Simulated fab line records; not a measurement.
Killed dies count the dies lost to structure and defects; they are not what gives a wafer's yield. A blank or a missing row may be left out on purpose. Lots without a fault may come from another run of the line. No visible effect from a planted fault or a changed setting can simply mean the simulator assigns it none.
Which tool did it? :: flow nand harc :: 7 lots, 21 wafers sampled, at 3 steps of a route of 1302

WHAT THE GAUGES READ, wafer by wafer
NHARC_A_ONON_D1_THK_MEAS_30: measures by ellipsometry.
lot: L282
measured: day 8 08:53
on: film metro-01
thk nm (nm): 1007 1006 1006

lot: L284
measured: day 9 06:05
on: film metro-02
thk nm (nm): 1001 1002 1002

lot: L287
measured: day 11 01:58
on: film metro-01
thk nm (nm): 988 988 988

lot: L293
measured: day 13 07:08
on: film metro-02
thk nm (nm): 1062 1063 1062

lot: L296
measured: day 14 09:01
on: film metro-01
thk nm (nm): 1005 1006 1006

lot: L302
measured: day 17 00:04
on: film metro-01
thk nm (nm): 997 995 997

lot: L304
measured: day 18 05:55
on: film metro-02
thk nm (nm): 994 994 993

EACH LOT AND THE TOOL THAT RAN IT (in order: tool; ch and the chambers of the sampled wafers; start)
lot: L282
NHARC_P_BONDPAD_ANNEAL_28: rtp anneal-01 ch 0, day 6 20:44
NHARC_A_ONON_D1_DEP_28: pecvd onon-02 ch 0, day 8 08:26

lot: L284
NHARC_P_BONDPAD_ANNEAL_28: rtp anneal-02 ch 0, day 7 18:32
NHARC_A_ONON_D1_DEP_28: pecvd onon-04 ch 0, day 9 05:41

lot: L287
NHARC_P_BONDPAD_ANNEAL_28: rtp anneal-01 ch 0, day 9 07:19
NHARC_A_ONON_D1_DEP_28: pecvd onon-01 ch 0, day 11 01:33

lot: L293
NHARC_P_BONDPAD_ANNEAL_28: rtp anneal-02 ch 0, day 11 17:04
NHARC_A_ONON_D1_DEP_28: pecvd onon-01 ch 0, day 13 06:41

lot: L296
NHARC_P_BONDPAD_ANNEAL_28: rtp anneal-02 ch 0, day 12 18:15
NHARC_A_ONON_D1_DEP_28: pecvd onon-02 ch 0, day 14 08:37

lot: L302
NHARC_P_BONDPAD_ANNEAL_28: rtp anneal-01 ch 0, day 15 10:31
NHARC_A_ONON_D1_DEP_28: pecvd onon-01 ch 0, day 16 23:34

lot: L304
NHARC_P_BONDPAD_ANNEAL_28: rtp anneal-02 ch 0, day 16 13:21
NHARC_A_ONON_D1_DEP_28: pecvd onon-02 ch 0, day 18 05:23
- NHARC_P_BONDPAD_ANNEAL_28: time 90 s.
- NHARC_A_ONON_D1_DEP_28: target thk 1000 nm.

THE ANSWER, worked out from the rows above alone
Rule: the usual values come from the lots themselves. The widest of any qualifying gaps counts: lots, ordered by their means at a reading, are off when they make up no more than a third of the lots, leave a main group of 4 or more, and stand apart from it by 3 or more times the standard deviation of that group's means. The tables above print the reading to a certain number of digits; a main group whose means all agree to those digits is not used. Also off: a lot with no number at a reading for which 4 or more lots have one. All remaining lots with rows at the step are treated as sound.
Off at NHARC_A_ONON_D1_THK_MEAS_30 (thk nm): L293. For the main group the mean is 999 nm and the standard deviation 6.6.
If a tool, at a process step before that reading, ran all the lots that are off and no sound lot after the first of them, it fits. Gauges at NHARC_A_ONON_D1_THK_MEAS_30: tried the same way as those tools. No candidate that was tried fits.

WHAT HAD BEEN PUT IN BY THE SIMULATOR
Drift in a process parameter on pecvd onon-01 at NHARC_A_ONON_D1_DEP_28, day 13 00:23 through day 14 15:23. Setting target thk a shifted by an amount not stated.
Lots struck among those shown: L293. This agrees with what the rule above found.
